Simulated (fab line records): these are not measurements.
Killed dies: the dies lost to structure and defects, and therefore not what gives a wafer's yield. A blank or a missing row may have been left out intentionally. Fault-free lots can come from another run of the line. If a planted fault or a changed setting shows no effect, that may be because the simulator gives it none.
Chamber matching	flow n5Finfet	4 sister chambers for N5_BEOL_M7_ETCH_66 on rieDiel-03
The step etches SOC in N2/H2, target depth 80 nm, overetch 16 nm, time 120 s. 4 wafers are shown with their chamber, then 7 later ones without.

== WAFERS PAIRED WITH THEIR CHAMBERS ==
wafer	chamber	showerheadPlenumPTorr (Torr)
L085.1	3	2.55
L085.2	1	2.61
L085.4	0	2.64
L085.5	2	2.40

== WAFERS MISSING THEIR CHAMBER ==
wafer	showerheadPlenumPTorr (Torr)
L085.6	2.55
L092.2	2.63
L092.3	2.61
L092.6	2.63
L096.3	2.72
L096.4	2.63
L096.5	2.72

== THE CHAMBER EACH PASSED THROUGH ==
wafer	from the rows above	in truth
L085.6	can't be placed: 3 or 1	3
L092.2	can't be placed: 0 or 1 or 3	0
L092.3	can't be placed: 1 or 0 or 3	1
L092.6	can't be placed: 0 or 1 or 3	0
L096.3	can't be placed: 0 or 1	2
L096.4	can't be placed: 0 or 1 or 3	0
L096.5	can't be placed: 0 or 1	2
Correctly placed: 0 of 7. Unplaceable from these rows: 7, with the true chamber sitting among the candidates in 5. Wrongly placed: 0.
How it was worked out, from the rows above alone: a wafer's distance from a chamber is the root of the sum, over the readings, of the square of ((its reading less the chamber's mean) divided by the reading's scatter). The wafer belongs to the nearest chamber; if the next one is less than 2 further off, it can't be placed. For every chamber, the mean is computed from those of its wafers that are shown. The scatter: with one shown wafer a chamber, the root of the mean of the squares of how far each hidden wafer lies from its nearest shown one.
